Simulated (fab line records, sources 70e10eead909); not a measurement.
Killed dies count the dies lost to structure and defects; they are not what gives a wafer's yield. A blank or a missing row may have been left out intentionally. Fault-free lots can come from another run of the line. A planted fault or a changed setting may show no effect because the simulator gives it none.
fab line records	flow nandHarc
[record] lots = 12	wafers = 36	lastDay = 34
route steps=1302 shown P_GATE@140 END@1302
lots that met no fault: from a run of the same line without faults
startH: hours from the record's first day to the start of the lot's first wafer shown	waitH: hours from the lot's prior step to this one	" repeats the value in the row above	L1.1+2: several wafers, shown together as one row	- no value, or no start was given	* or withheld: withheld	< > ~ a bound
route shown NAME@n: names a module that has steps shown in the file, with the first one's number in the route	usual: mean/standard deviation taken from wafers without a fault	same: alike in all rows	chamber/n: place in a boat	sites: readings site by site	_std_site: their standard deviation	_edge_site: the outer-site mean with the inner-site mean subtracted	radiusMm: how far each site lies from the wafer's centre	mask NAME#n: copy n	behind: the most recent tool/chamber to have shaped the wafer	hold: why the lot was held/for how many hours/how that ended	device: transistor that didn't switch, given as n, p or np	end of line: tests run on the same wafers once the route is complete	a step given without rows: its recipe and nothing more	killed: not the wafer's yield, but the dies lost to structure and defects at the first sort	map: shows each die of a wafer: x if killed, . if not, _ if none is there
set.NAME: the run value of the setting; set.NAME@STEP: its run value at that earlier step	model.NAME: the simulator's own value behind a step, which no gauge read
the route's steps for a sample of lots (tables are steps, rows are wafers)
services: the hour from which a tool's chamber was out of use, counted from the record's first day as startH (under 0 if before that day), plus the number of hours and why
[[steps]]
[step NHARC_P_GATE_DEVELOP_25]
[recipe] developTimeS = 35	devTempC = 23
[usual] developerTempC = 23.01/0.1	resistLineTempC = 23.01/0.1
lot.wafer	tool	chamber	startH	waitH	developerTempC	resistLineTempC
L191.1	lithoTrack-04	0	126	-	22.93	22.96
L191.5	"	0	"	"	23.03	22.90
L191.6	"	0	"	"	23.14	22.95
L192.3	lithoTrack-01	0	137	-	22.91	23.07
L192.5	"	0	"	"	23.02	22.96
L192.6	"	0	"	"	22.90	23.12
L194.3	lithoTrack-06	0	156	-	22.81	22.93
L194.5	"	0	"	"	22.97	23.06
L194.6	"	0	"	"	22.96	23.03
L195.3	lithoTrack-04	0	161	-	23.01	23.12
L195.4	"	0	"	"	23.01	23.00
L195.5	"	0	"	"	23.12	22.93
L197.1	lithoTrack-04	0	182	-	22.96	23.12
L197.5	"	0	"	"	22.90	23.08
L197.6	"	0	"	"	22.99	23.06
L200.1	lithoTrack-04	0	220	-	22.18	22.96
L200.2	"	0	"	"	22.14	22.92
L200.4	"	0	"	"	21.91	22.91
L201.1	lithoTrack-04	0	244	-	22.19	22.94
L201.5	"	0	"	"	22.05	22.95
L201.6	"	0	"	"	22.07	22.98
L206.3	lithoTrack-01	0	274	-	22.91	22.87
L206.4	"	0	"	"	23.04	23.01
L206.5	"	0	"	"	23.25	23.05
L208.2	lithoTrack-01	0	290	-	23.11	22.97
L208.3	"	0	"	"	22.98	22.99
L208.4	"	0	"	"	23.05	23.06
L207.2	lithoTrack-01	0	290	-	23.11	22.86
L207.3	"	0	"	"	23.02	22.91
L207.5	"	0	"	"	22.95	22.91
L210.1	lithoTrack-04	0	315	-	23.09	22.91
L210.2	"	0	"	"	22.93	22.84
L210.5	"	0	"	"	23.01	22.77
L211.2	lithoTrack-04	0	329	-	22.94	23.11
L211.4	"	0	"	"	23.00	23.12
L211.6	"	0	"	"	23.07	23.17
[step NHARC_P_GATE_INSPECT_28]
[usual] rawDefectCount = 7/3.1
lot.wafer	tool	chamber	startH	waitH	rawDefectCount
L191.1	defectInspect-01	-	126.53	0.0	10
L191.5	"	-	"	"	4
L191.6	"	-	"	"	7
L192.3	defectInspect-02	-	138.12	0.0	15
L192.5	"	-	"	"	7
L192.6	"	-	"	"	9
L194.3	defectInspect-01	-	156.65	0.0	5
L194.5	"	-	"	"	14
L194.6	"	-	"	"	6
L195.3	defectInspect-02	-	161.56	0.0	11
L195.4	"	-	"	"	8
L195.5	"	-	"	"	9
L197.1	defectInspect-02	-	182.32	0.0	8
L197.5	"	-	"	"	5
L197.6	"	-	"	"	3
L200.1	defectInspect-01	-	221.00	0.0	4
L200.2	"	-	"	"	7
L200.4	"	-	"	"	6
L201.1	defectInspect-01	-	244.41	0.0	9
L201.5	"	-	"	"	8
L201.6	"	-	"	"	3
L206.3	defectInspect-02	-	275.00	0.0	5
L206.4	"	-	"	"	7
L206.5	"	-	"	"	4
L208.2	defectInspect-02	-	290.20	0.0	4
L208.3	"	-	"	"	5
L208.4	"	-	"	"	4
L207.2	defectInspect-02	-	290.59	0.0	11
L207.3	"	-	"	"	9
L207.5	"	-	"	"	8
L210.1	defectInspect-02	-	315.60	0.0	3
L210.2	"	-	"	"	2
L210.5	"	-	"	"	8
L211.2	defectInspect-02	-	329.35	0.0	0
L211.4	"	-	"	"	7
L211.6	"	-	"	"	8
[step NHARC_P_GATE_HM_OPEN_105]
[recipe] targetDepthA = 3600	o2FlowSccm = 400	cosFlowSccm = 20	arFlowSccm = 0	rfW = 500	biasW = 300	chemistry = O2/COS
[usual] biasW = 300.1/0.88	drypumpMotorCurrentA = 5.7/0.45	oesProductAu = 0.998/0.0087	rfVppV = 468.4/2.6	showerheadPlenumPTorr = 3.18/0.11	throttleValvePct = 28.330/0.0087
lot.wafer	tool	chamber	startH	waitH	biasW	drypumpMotorCurrentA	oesProductAu	rfHoursCounterH	rfVppV	showerheadPlenumPTorr	throttleValvePct
L191.1	rieDiel-13	2	-	-	300.8	5.1	1.006	8.1	469.0	3.25	28.333
L191.6	"	0	"	"	299.2	6.1	0.987	-	469.1	3.15	28.325
L191.5	"	1	"	"	299.0	5.4	0.998	-	470.9	3.34	28.319
L192.3	rieDiel-10	1	-	-	301.5	6.0	0.998	4.1	465.6	3.03	28.315
L192.5	"	2	"	"	299.8	6.2	0.986	-	471.6	3.32	28.326
L192.6	"	3	"	"	299.8	5.6	0.979	-	469.3	3.21	28.332
L194.3	rieDiel-13	2	-	-	299.5	5.0	1.009	10.3	467.0	3.25	28.342
L194.5	"	1	"	"	300.1	5.5	0.995	-	473.9	3.34	28.316
L194.6	"	2	"	"	299.2	5.0	1.000	-	469.4	3.25	28.336
L195.4	rieDiel-10	3	-	-	301.3	5.6	0.998	5.1	469.4	3.21	28.337
L195.3	"	0	"	"	299.4	5.5	1.003	5.7	467.6	3.17	28.335
L195.5	"	1	"	"	299.6	6.0	0.997	-	466.3	3.03	28.338
L197.1	rieDiel-10	3	-	-	300.3	5.6	0.992	6.8	470.6	3.21	28.348
L197.5	"	3	"	"	301.2	5.6	0.990	-	467.8	3.21	28.334
L197.6	"	0	"	"	299.4	5.5	0.998	-	467.5	3.17	28.335
L200.1	rieDiel-07	0	-	-	300.3	6.4	0.997	6.7	464.0	2.97	28.321
L200.4	"	2	"	"	302.2	5.0	0.998	4.9	466.9	3.13	28.332
L200.2	"	3	"	"	300.1	5.8	0.995	5.9	469.8	3.27	28.327
L201.1	rieDiel-13	2	-	-	300.2	5.1	1.021	5.8	469.2	3.25	28.340
L201.6	"	3	"	"	299.6	5.8	1.005	-	470.5	3.24	28.335
L201.5	"	0	"	"	298.9	6.2	1.002	-	467.0	3.15	28.331
L206.4	rieDiel-13	1	-	-	298.1	5.4	0.992	5.6	472.9	3.34	28.340
L206.3	"	2	"	"	300.0	5.0	1.002	6.3	470.2	3.25	28.327
L206.5	"	1	"	"	298.6	5.5	0.988	-	471.4	3.34	28.344
L208.4	rieDiel-13	2	-	-	300.6	5.1	1.006	8.2	470.0	3.25	28.324
L208.2	"	3	"	"	299.2	5.8	1.008	7.9	470.0	3.24	28.335
L208.3	"	1	"	"	299.3	5.4	0.994	7.6	470.3	3.34	28.314
L207.2	rieDiel-10	3	-	-	300.3	5.6	0.989	1.3	470.7	3.21	28.335
L207.3	"	0	"	"	301.3	5.5	0.989	1.8	468.0	3.16	28.325
L207.5	"	2	"	"	300.7	6.1	0.997	-	470.5	3.31	28.322
L210.2	rieDiel-07	1	-	-	300.6	6.1	0.987	0.8	465.7	3.05	28.323
L210.1	"	0	"	"	300.2	6.3	0.988	0.8	463.6	2.97	28.334
L210.5	"	1	"	"	300.3	6.1	0.988	-	464.7	3.05	28.338
L211.4	rieDiel-10	0	-	-	301.0	5.5	0.992	4.2	466.2	3.16	28.337
L211.2	"	1	"	"	301.1	6.1	0.993	3.8	467.1	3.03	28.343
L211.6	"	3	"	"	301.4	5.6	0.990	-	467.7	3.21	28.333
[step NHARC_P_GATE_ETCHBACK_37]
[recipe] targetDepthA = 345	timeS = 17.2	chf3FlowSccm = 50	o2FlowSccm = 10	arFlowSccm = 200	rfW = 500	biasW = 200	chemistry = CHF3/O2
[usual] biasW = 199.9/0.62	drypumpMotorCurrentA = 5.7/0.42	oesProductAu = 0.95/0.033	rfVppV = 371.5/2.1	showerheadPlenumPTorr = 2.45/0.087	throttleValvePct = 20.572/0.0084
lot.wafer	tool	chamber	startH	waitH	biasW	drypumpMotorCurrentA	oesProductAu	rfHoursCounterH	rfVppV	showerheadPlenumPTorr	throttleValvePct
L191.1	rieDiel-13	0	-	-	199.1	6.1	0.92	8	370.6	2.43	20.581
L191.5	"	1	"	"	200.4	5.4	0.94	-	373.3	2.57	20.556
L191.6	"	2	"	"	200.0	5.1	0.95	-	372.9	2.50	20.583
L192.3	rieDiel-13	2	-	-	199.3	5.0	0.93	9	372.4	2.50	20.567
L192.5	"	0	"	"	200.7	6.1	0.93	-	371.1	2.43	20.557
L192.6	"	1	"	"	200.0	5.4	0.93	-	374.8	2.57	20.566
L194.3	rieDiel-10	0	-	-	200.1	5.5	1.00	6	372.7	2.44	20.575
L194.5	"	1	"	"	200.3	6.0	1.00	-	369.3	2.33	20.570
L194.6	"	2	"	"	199.6	6.1	1.00	-	373.6	2.55	20.569
L195.3	rieDiel-07	0	-	-	199.5	6.3	0.91	4	367.0	2.28	20.562
L195.4	"	2	"	"	200.0	5.0	0.91	3	370.3	2.41	20.571
L195.5	"	3	"	"	200.0	5.8	0.92	-	373.5	2.52	20.557
L197.1	rieDiel-13	2	-	-	198.7	5.0	0.93	1	372.3	2.50	20.578
L197.6	"	2	"	"	200.3	5.1	0.93	-	371.6	2.50	20.577
L197.5	"	3	"	"	201.5	5.8	0.92	-	372.4	2.50	20.560
L200.4	rieDiel-07	0	-	-	200.2	6.4	0.92	7	367.8	2.28	20.565
L200.2	"	1	"	"	199.6	6.1	0.92	6	367.7	2.35	20.556
L200.1	"	2	"	"	199.0	5.0	0.93	5	371.6	2.41	20.565
L201.1	rieDiel-10	0	-	-	200.6	5.5	0.99	0	371.1	2.44	20.564
L201.5	"	1	"	"	200.0	6.1	1.00	-	368.4	2.33	20.590
L201.6	"	2	"	"	199.4	6.1	0.99	-	373.6	2.55	20.578
L206.3	rieDiel-07	1	-	-	199.3	6.1	0.92	8	369.4	2.35	20.567
L206.4	"	2	"	"	199.9	5.0	0.92	9	371.0	2.41	20.572
L206.5	"	1	"	"	199.0	6.1	0.92	-	370.2	2.35	20.564
L208.2	rieDiel-13	2	-	-	198.6	5.1	0.92	9	373.1	2.50	20.585
L208.4	"	3	"	"	199.5	5.9	0.92	8	373.3	2.50	20.568
L208.3	"	0	"	"	200.4	6.1	0.92	8	370.5	2.42	20.562
L207.2	rieDiel-10	0	-	-	200.3	5.5	0.92	2	370.6	2.43	20.579
L207.3	"	1	"	"	199.4	6.0	0.92	2	370.2	2.33	20.582
L207.5	"	1	"	"	200.2	6.0	0.92	-	369.0	2.33	20.579
L210.2	rieDiel-07	3	-	-	200.5	5.8	0.92	1	372.8	2.51	20.566
L210.1	"	0	"	"	199.2	6.4	0.90	1	366.6	2.28	20.581
L210.5	"	1	"	"	199.5	6.1	0.91	-	370.4	2.35	20.569
L211.2	rieDiel-13	2	-	-	200.3	5.1	1.01	12	371.2	2.50	20.567
L211.4	"	3	"	"	200.2	5.8	1.00	12	373.6	2.49	20.571
L211.6	"	0	"	"	199.4	6.1	0.99	-	371.0	2.42	20.573
[step NHARC_END_SORT_01]
[recipe] tempC = 25
[usual] killedAtArray = 54/23	killedAtOther = 1.2/1.5	killedAtPeriphery = 3.9/2.5	killedDies = 59/23	killedOpen = 3.2/1.7	killedShort = 2.4/1.6
[same] grossDies = 677
lot.wafer	tool	chamber	startH	waitH	killedAtArray	killedAtOther	killedAtPeriphery	killedDies	killedOpen	killedShort
L191.1	prober-01	0	587.91	2.5	19	1	6	26	6	8
L191.5	prober-01	0	591.10	3.7	15	1	0	16	0	3
L191.6	prober-01	0	591.90	4.0	23	1	3	27	3	3
L201.1	prober-02	0	734.12	2.5	94	5	8	107	5	4
L201.5	prober-02	0	737.37	3.8	97	0	7	104	5	0
L201.6	prober-02	0	738.18	4.1	93	3	4	100	2	2
L207.2	prober-01	0	750.73	2.8	54	0	7	61	5	3
L207.3	prober-01	0	751.54	3.1	53	2	1	56	4	3
L207.5	prober-01	0	753.15	3.7	48	4	1	53	1	1
// killed by level:class
L191.1 A_CHANNEL_HOLE_D2:chamberFilmFlake=4 A_STAIRCASE:chamberFilmFlake=3 P_CONTACT:geometricParticle:open=2 P_STI:geometricParticle:open=1 P_CONTACT:geometricParticle:short=1 P_M0:geometricParticle:short=1 A_ONON_D1:geometricParticle:short=1 A_DECK1_JOINT:geometricParticle:short=1
L191.5 A_STAIRCASE:chamberFilmFlake=5 A_CHANNEL_HOLE_D2:chamberFilmFlake=3 A_CONTACT:chamberFilmFlake=3 A_CHANNEL_HOLE_D1:geometricParticle:short=1 A_DECK1_JOINT:geometricParticle:short=1 A_WL_FILL:geometricParticle:short=1 A_CHANNEL_FILL_D2:chamberFilmFlake=1 THIN_TSV:chamberFilmFlake=1
L191.6 A_STAIRCASE:chamberFilmFlake=9 A_CHANNEL_HOLE_D2:chamberFilmFlake=5 A_CONTACT:chamberFilmFlake=3 P_M0:geometricParticle:short=1 P_M1:geometricParticle:open=1 A_CHANNEL_FILL_D2:geometricParticle:short=1 A_CHANNEL_FILL_D2:geometricParticle:open=1 A_SGD_CUT:geometricParticle:open=1
L201.1 A_CHANNEL_HOLE_D1:chamberFilmFlake=36 A_SLIT:chamberFilmFlake=23 A_CHANNEL_HOLE_D2:chamberFilmFlake=16 A_CONTACT:chamberFilmFlake=5 P_GATE:chamberFilmFlake=4 THIN_TSV:chamberFilmFlake=3 P_STI:chamberFilmFlake=2 A_STAIRCASE:chamberFilmFlake=2
L201.5 A_CHANNEL_HOLE_D1:chamberFilmFlake=36 A_SLIT:chamberFilmFlake=29 A_CHANNEL_HOLE_D2:chamberFilmFlake=17 A_STAIRCASE:chamberFilmFlake=5 P_GATE:chamberFilmFlake=4 A_CONTACT:chamberFilmFlake=3 A_BLC:chamberFilmFlake=3 A_SOURCE_PLATE:geometricParticle:open=2
L201.6 A_CHANNEL_HOLE_D1:chamberFilmFlake=37 A_SLIT:chamberFilmFlake=21 A_CHANNEL_HOLE_D2:chamberFilmFlake=19 A_STAIRCASE:chamberFilmFlake=4 A_CONTACT:chamberFilmFlake=4 A_BLC:chamberFilmFlake=4 THIN_TSV:chamberFilmFlake=2 P_CONTACT:geometricParticle:short=1
L207.2 A_SLIT:chamberFilmFlake=28 A_CHANNEL_HOLE_D1:chamberFilmFlake=11 A_CONTACT:chamberFilmFlake=9 P_CONTACT:geometricParticle:short=2 P_STI:chamberFilmFlake=2 A_CHANNEL_HOLE_D2:chamberFilmFlake=2 P_GATE:geometricParticle:short=1 P_CONTACT:geometricParticle:open=1
L207.3 A_SLIT:chamberFilmFlake=28 A_CONTACT:chamberFilmFlake=9 A_CHANNEL_HOLE_D1:chamberFilmFlake=7 A_SGD_CUT:geometricParticle:short=2 THIN_TSV:chamberFilmFlake=2 A_SOURCE_PLATE:geometricParticle:open=1 A_ONON_D1:geometricParticle:open=1 A_CHANNEL_FILL_D2:geometricParticle:open=1
L207.5 A_SLIT:chamberFilmFlake=24 A_CHANNEL_HOLE_D1:chamberFilmFlake=11 A_CONTACT:chamberFilmFlake=7 THIN_TSV:chamberFilmFlake=4 A_DECK1_JOINT:chamberFilmFlake=2 A_CHANNEL_HOLE_D2:chamberFilmFlake=2 A_CHANNEL_FILL_D2:geometricParticle:short=1 A_M1:geometricParticle:open=1
[[services]]
tool	chamber	startH	hours	kind
rieDiel-13	3	114.74	10.1	repair
rieDiel-07	-	117.20	9.0	pm
rieDiel-13	0	119.55	-	clean
rieDiel-13	1	119.55	-	clean
rieDiel-13	2	119.55	-	clean
rieDiel-10	2	132.29	2.6	repair
rieDiel-13	0	144.05	-	clean
rieDiel-13	1	144.05	-	clean
rieDiel-13	2	144.05	-	clean
rieDiel-13	3	144.05	-	clean
lithoTrack-01	-	155.00	7.0	pm
rieDiel-13	-	165.05	9.0	pm
rieDiel-13	0	165.05	9.0	ventCycle
rieDiel-13	1	165.05	9.0	ventCycle
lithoTrack-06	-	179.00	7.0	pm
lithoTrack-04	-	203.00	7.0	pm
rieDiel-13	1	211.78	4.5	repair
rieDiel-13	-	224.48	1.4	repair
rieDiel-07	1	241.12	4.1	repair
rieDiel-10	-	242.50	9.0	pm
rieDiel-10	-	261.09	1.0	repair
rieDiel-07	-	271.60	0.8	repair
rieDiel-07	-	294.20	9.0	pm
lithoTrack-01	-	330.00	7.0	pm
[[key]]
[firstSign] step = NHARC_P_GATE_DEVELOP_25	reading = developerTempC	direction = down	sigmas = 8.9	usual = *	struck = *
effect none on later readings
metAt NHARC_P_GATE_DEVELOP_25
struckLots L200,L201
testerLeftOut L200,L201
notActingAt NHARC_P_GATE_INSPECT_28,NHARC_P_GATE_HM_OPEN_105,NHARC_P_GATE_ETCHBACK_37
onsetBetween 182 220
[fault] kind = processParameterDrift	tool = lithoTrack-04	chamber = -	onsetH = 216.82	steps = NHARC_P_GATE_DEVELOP_25	channel = devTempC	offset = *	shape = step	endH = 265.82	actsIn = *	stated = *
// testerLeftOut: of these lots the tester's yield and bins aren't shown, on N5 and GAA mostly nor the transistor test; their killed dies are dies lost to structure and defects alone, not to doping, threshold or leakage, so they don't give the yield
